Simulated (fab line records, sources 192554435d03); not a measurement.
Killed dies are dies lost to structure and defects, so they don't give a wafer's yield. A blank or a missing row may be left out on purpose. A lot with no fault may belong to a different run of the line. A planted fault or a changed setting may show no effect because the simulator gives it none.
Split-lot study / flow n5 finfet / 21 wafers read across 7 lots, on a route 1938 steps long

## ABOUT THE SPLIT
At N5_FIN_SAQP_PECVD_47 (deposits a-Si from SiH4/He, target thk 45 nm, time 36.3 s), the setting time s was moved away from the recipe's 36.3 s on 7 of the 21 wafers read, by -11.1% to +11.5%. All remaining wafers had this setting at the recipe value.

## FROM THE SPLIT TO THE READING: what the file shows between them, 4 steps
- N5_FIN_SAQP_PECVD_48: deposits SiNx from SiH4/NH3/N2, target thk 25 nm, time 22.1 s
- N5_FIN_SAQP_PECVD_06: deposits a-Si from SiH4/He, target thk 60 nm, time 48.1 s
- N5_FIN_SAQP_ETCH_57: etches SiNx in CH3F/O2, target depth 32.5 nm, time 46.4 s
- N5_FIN_SAQP_ETCH_65: etches SiO2 in CF4, target depth 4 nm, time 4.4 s

## THE READING
oes product au, in a.u., at N5_FIN_SAQP_MANDREL_ETCH_58 (etches a-Si in HBr/Cl2, stops on SiNx, target depth 45 nm, bt time 10 s, time 27 s). Typical for fault-free wafers on this fab line: 0.693 a.u., with standard deviation 0.01 a.u.

wafer=L076.1; tool, chamber at the split=pecvd-03, 2; time s as run, s=34.22; against the recipe=-5.7%; oes product au, a.u.=0.658; against lot-mates on the recipe=-0.026
wafer=L076.3; tool, chamber at the split=pecvd-03, 2; time s as run, s=36.3; against the recipe=recipe; oes product au, a.u.=0.690; against lot-mates on the recipe=-
wafer=L076.6; tool, chamber at the split=pecvd-03, 1; time s as run, s=36.3; against the recipe=recipe; oes product au, a.u.=0.679; against lot-mates on the recipe=-
wafer=L077.1; tool, chamber at the split=pecvd-04, 0; time s as run, s=36.3; against the recipe=recipe; oes product au, a.u.=0.687; against lot-mates on the recipe=-
wafer=L077.2; tool, chamber at the split=pecvd-04, 2; time s as run, s=36.3; against the recipe=recipe; oes product au, a.u.=0.697; against lot-mates on the recipe=-
wafer=L077.6; tool, chamber at the split=pecvd-04, 0; time s as run, s=36.3; against the recipe=recipe; oes product au, a.u.=0.689; against lot-mates on the recipe=-
wafer=L081.1; tool, chamber at the split=pecvd-03, 0; time s as run, s=36.3; against the recipe=recipe; oes product au, a.u.=0.683; against lot-mates on the recipe=-
wafer=L081.2; tool, chamber at the split=pecvd-03, 1; time s as run, s=36.3; against the recipe=recipe; oes product au, a.u.=0.681; against lot-mates on the recipe=-
wafer=L081.3; tool, chamber at the split=pecvd-03, 1; time s as run, s=36.3; against the recipe=recipe; oes product au, a.u.=0.695; against lot-mates on the recipe=-
wafer=L084.2; tool, chamber at the split=pecvd-03, 1; time s as run, s=40.48; against the recipe=+11.5%; oes product au, a.u.=0.738; against lot-mates on the recipe=+0.053
wafer=L084.4; tool, chamber at the split=pecvd-03, 1; time s as run, s=40.48; against the recipe=+11.5%; oes product au, a.u.=0.733; against lot-mates on the recipe=+0.048
wafer=L084.6; tool, chamber at the split=pecvd-03, 1; time s as run, s=36.3; against the recipe=recipe; oes product au, a.u.=0.685; against lot-mates on the recipe=-
wafer=L085.1; tool, chamber at the split=pecvd-04, 2; time s as run, s=36.3; against the recipe=recipe; oes product au, a.u.=0.671; against lot-mates on the recipe=-
wafer=L085.2; tool, chamber at the split=pecvd-04, 0; time s as run, s=32.72; against the recipe=-9.9%; oes product au, a.u.=0.643; against lot-mates on the recipe=-0.047
wafer=L085.5; tool, chamber at the split=pecvd-04, 0; time s as run, s=36.3; against the recipe=recipe; oes product au, a.u.=0.709; against lot-mates on the recipe=-
wafer=L088.1; tool, chamber at the split=pecvd-01, 2; time s as run, s=34.24; against the recipe=-5.7%; oes product au, a.u.=0.681; against lot-mates on the recipe=-0.024
wafer=L088.5; tool, chamber at the split=pecvd-01, 1; time s as run, s=36.3; against the recipe=recipe; oes product au, a.u.=0.694; against lot-mates on the recipe=-
wafer=L088.6; tool, chamber at the split=pecvd-01, 2; time s as run, s=36.3; against the recipe=recipe; oes product au, a.u.=0.717; against lot-mates on the recipe=-
wafer=L094.1; tool, chamber at the split=pecvd-01, 2; time s as run, s=32.26; against the recipe=-11.1%; oes product au, a.u.=0.661; against lot-mates on the recipe=-0.029
wafer=L094.3; tool, chamber at the split=pecvd-01, 0; time s as run, s=36.3; against the recipe=recipe; oes product au, a.u.=0.690; against lot-mates on the recipe=-
wafer=L094.6; tool, chamber at the split=pecvd-01, 2; time s as run, s=32.26; against the recipe=-11.1%; oes product au, a.u.=0.665; against lot-mates on the recipe=-0.025

THE FIT
A straight line over all 21 wafers: oes product au changes by +0.00352 a.u. for each +1% of time s; r = +0.87; the points scatter about the line by 0.012 a.u.
The same after taking each lot's own level away (the mean of its wafers on the recipe; 21 wafers): +0.00377 a.u. for each +1%; r = +0.91; scatter 0.01 a.u.
The reading moves by 0.043 a.u. for the largest change in time s, on that fit.
Measured against the standard deviation above, the lots' own levels, which go from 0.6845 to 0.7055 a.u., span 2.1 times it.
Consequently the slope shifts little with the lot-to-lot level, the two slopes agreeing.
Check: with one of the wafers moved furthest among these (+11.5%) left out of the fit, the line predicts +0.0413 a.u. for it against its lot-mates. Against them it came out at +0.053 a.u.

## FURTHER SPLITS ON THESE WAFERS
Before the reading, these wafers also passed through other splits. Each is held against what the fit with the lots' levels taken away leaves over:
other split on the same wafers=N5_WELL_APT_COAT_02 spin rpm; wafers away from the commonest value=11; r with oes product au (lot level and that fit taken away)=-0.14
other split on the same wafers=N5_WELL_APT_DEVELOP_07 develop time s; wafers away from the commonest value=7; r with oes product au (lot level and that fit taken away)=-0.27
other split on the same wafers=N5_FIN_SAQP_HM_DEP_03 time s; wafers away from the commonest value=4; r with oes product au (lot level and that fit taken away)=+0.57

## THE WHOLE CHAIN: every reading that the file lists as answering this split, in the file's order
step=N5_FIN_SAQP_PECVD_47; what it does=deposits a-Si from SiH4/He, target thk 45 nm, time 36.3 s; reading=a-Si_of_FIN_SAQP_PECVD_47.thk nm (the simulator's own value, which no gauge read); change (the file's fit)=+0.463 nm for each +1% of the setting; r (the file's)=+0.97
step=N5_FIN_SAQP_MANDREL_ETCH_58; what it does=etches a-Si in HBr/Cl2, stops on SiNx, target depth 45 nm, bt time 10 s, time 27 s; reading=oes product au; change (the file's fit)=+0.00389 a.u. for each +1% of the setting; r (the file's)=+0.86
step=N5_FIN_SAQP_MANDREL_ETCH_58; what it does=etches a-Si in HBr/Cl2, stops on SiNx, target depth 45 nm, bt time 10 s, time 27 s; reading=etch.depth nm (the simulator's own value, which no gauge read); change (the file's fit)=+0.463 nm for each +1% of the setting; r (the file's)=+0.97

## THE FILE'S OWN FIT
oes product au changes by +0.00389 a.u. for each +1% of time s, r = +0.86.
